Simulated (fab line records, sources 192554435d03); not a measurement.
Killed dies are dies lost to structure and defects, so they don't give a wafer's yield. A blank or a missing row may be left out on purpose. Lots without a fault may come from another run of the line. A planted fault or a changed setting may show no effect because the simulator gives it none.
A struck lot beside a sound one | flow n5_finfet | 41 steps out of a route of 1938
Sound: wafers L248.2, L248.3, L248.4. Struck: wafers L240.3, L240.4, L240.6. The cause comes at the end.
At each step with rows: each side's tool, then ch and its chambers, then its first start. Under that, the readings that differ: sound wafers | struck wafers | difference of the means | sigmas: that difference in standard deviations of wafers without a fault.
alike: readings whose means differ by less than 2 such deviations, and words and numbers that are the same on both sides. not compared: withheld readings, readings that some wafer has no value for, bounds like >300 that may hide the same value, and numbers for which the record gives no deviation and whose values overlap.
The two part at a step that has a row with sigmas, a row that says differs or no value, or rows on one side only. Numbers that don't overlap but have no deviation are shown without sigmas and don't part them. A reading that every wafer of one side lacks parts them only if that side has two wafers or more.

first, 10 steps without rows for these wafers: N5_PMOS_HMC_CHANNEL_EPI_PRECLEAN_37 (cleans in O3/DIW, time 45 s); N5_PMOS_HMC_CHANNEL_EPI_PRECLEAN_24 (cleans in DHF, time 30 s); N5_PMOS_HMC_CHANNEL_EPI_SRD_25 (time 30 s); N5_PMOS_HMC_CHANNEL_EPI_EPI_26 (deposits Si from SiH4/H2, target thk 3.8 nm, time 22.7 s); N5_FIN_SAQP_PRECLEAN_42 (cleans in O3/DIW, time 60 s); N5_FIN_SAQP_PRECLEAN_00 (cleans in SC1, time 60 s); N5_FIN_SAQP_PRECLEAN_44 (cleans in SC2, time 45 s); N5_FIN_SAQP_SRD_01 (time 30 s); N5_FIN_SAQP_ALD_61 (deposits SiO2, target thk 4 nm, pulse time 1 s, purge time 2 s); N5_FIN_SAQP_DENSIFY_62 (time 60 s).
N5_FIN_SAQP_HM_DEP_03: deposits SiNx from SiH4/NH3/N2, target thk 38 nm, time 33.6 s.
  sound on pecvd-04 ch 0,1,2, day 7 15:22; struck on pecvd-02 ch 0,2, day 5 17:37
  alike: heater_power_w, showerhead_plenum_p_Torr, throttle_valve_pct
  not compared: since_wet_clean_h
then, 12 steps without rows for these wafers: N5_FIN_SAQP_PECVD_47 (deposits a-Si from SiH4/He, target thk 45 nm, time 36.3 s); N5_FIN_SAQP_PECVD_48 (deposits SiNx from SiH4/NH3/N2, target thk 25 nm, time 22.1 s); N5_FIN_SAQP_PECVD_06 (deposits a-Si from SiH4/He, target thk 60 nm, time 48.1 s); N5_FIN_SAQP_HM_DEP_72 (deposits SiO2 from SiH4/N2O, target thk 12 nm, time 7.2 s); N5_FIN_SAQP_COAT_49 (time 60 s, resist thk 100 nm); N5_FIN_SAQP_COAT_50 (time 60 s, resist thk 35 nm); N5_FIN_SAQP_COAT_10 (resist thk 90 nm); N5_FIN_SAQP_EBR_12; N5_FIN_SAQP_SOFTBAKE_11 (time 60 s); N5_FIN_SAQP_EXPOSE_13 (exposes mask FIN CORE, target cd 35.6 nm); N5_FIN_SAQP_PEB_14 (peb time 60 s); N5_FIN_SAQP_DEVELOP_15 (develop time 30 s).
N5_FIN_SAQP_INSPECT_18: inspects for defects (brightfield).
  sound on defect_inspect-01, day 7 16:05; struck on defect_inspect-01, day 5 18:20
  reading          | sound       | struck      | difference | sigmas
  raw_defect_count | 412 308 195 | 869 930 924 | +603       | +6
then, 12 steps without rows for these wafers: N5_FIN_SAQP_DESCUM_21 (chemistry O2, time 7.9 s); N5_FIN_SAQP_ETCH_51 (etches SiARC in CF4, target depth 45.5 nm, time 75.8 s); N5_FIN_SAQP_ETCH_52 (etches SOC in N2/H2, target depth 100 nm, overetch 20 nm, time 150 s); N5_FIN_SAQP_STRIP_53 (strips in N2/H2); N5_FIN_SAQP_HM_OPEN_73 (chemistry CHF3/O2, target SiO2, stops on a-Si, target depth 12 nm, time 16.8 s); N5_FIN_SAQP_STRIP_74 (strips in CHF3/O2); N5_FIN_SAQP_MANDREL_ETCH_22 (etches a-Si in HBr/Cl2, stops on SiNx, target depth 60 nm, bt time 10 s, time 30 s); N5_FIN_SAQP_STRIP_55 (strips in N2/H2); N5_FIN_SAQP_STRIP_23 (strips in SPM, time 750 s); N5_FIN_SAQP_SRD_66 (time 30 s); N5_FIN_SAQP_RECESS_75 (chemistry HF/NH3, target SiO2, target depth 14.4 nm, afs cycles 3, sublimation time 60 s); N5_FIN_SAQP_SPACER1_ALD_24 (deposits SiO2, target thk 20.3 nm, pulse time 1 s, purge time 2 s).
N5_FIN_SAQP_INSPECT_40: inspects for defects (brightfield).
  sound on defect_inspect-02, day 7 20:49; struck on defect_inspect-01, day 5 23:57
  reading          | sound       | struck      | difference | sigmas
  raw_defect_count | 215 209 162 | 705 778 780 | +559       | +9
N5_FIN_CUT_INSPECT_10: inspects for defects (brightfield).
  sound on defect_inspect-01, day 7 21:13; struck on defect_inspect-02, day 6 00:20
  reading          | sound    | struck      | difference | sigmas
  raw_defect_count | 41 39 41 | 572 613 629 | +564       | +51
N5_FIN_CUT_INSPECT_17: inspects for defects (brightfield).
  sound on defect_inspect-02, day 7 22:10; struck on defect_inspect-01, day 6 01:50
  reading          | sound       | struck      | difference | sigmas
  raw_defect_count | 219 201 164 | 690 797 793 | +565       | +9
-- the record jumps here: 6 days lie between the struck wafers' starts before and after (it left off in module FIN_CUT and takes up again in module BEOL_M4, whose first step shown is number 1111 of the route) --
N5_BEOL_M4_RC_MEAS_101:
  sound on prober-02 ch 0, day 15 04:00; struck on prober-02 ch 0, day 12 06:32
  alike: DIBL_N, DIBL_P, IOFF_N, IOFF_P, ION_N, ION_P, SS_N, SS_P, VT_N, VT_P
-- the record jumps here: 4 days lie between the struck wafers' starts before and after (it left off in module BEOL_M4 and takes up again in module PASSIVATION, whose first step shown is number 1936 of the route) --
N5_PASSIVATION_PROBE_49:
  the record has rows for the struck wafers here (prober-01, day 16 12:02) and none for the sound ones

WHERE THEY PART
First at N5_FIN_SAQP_INSPECT_18; last, within this record, at N5_PASSIVATION_PROBE_49.

WHY: what the simulator had put in
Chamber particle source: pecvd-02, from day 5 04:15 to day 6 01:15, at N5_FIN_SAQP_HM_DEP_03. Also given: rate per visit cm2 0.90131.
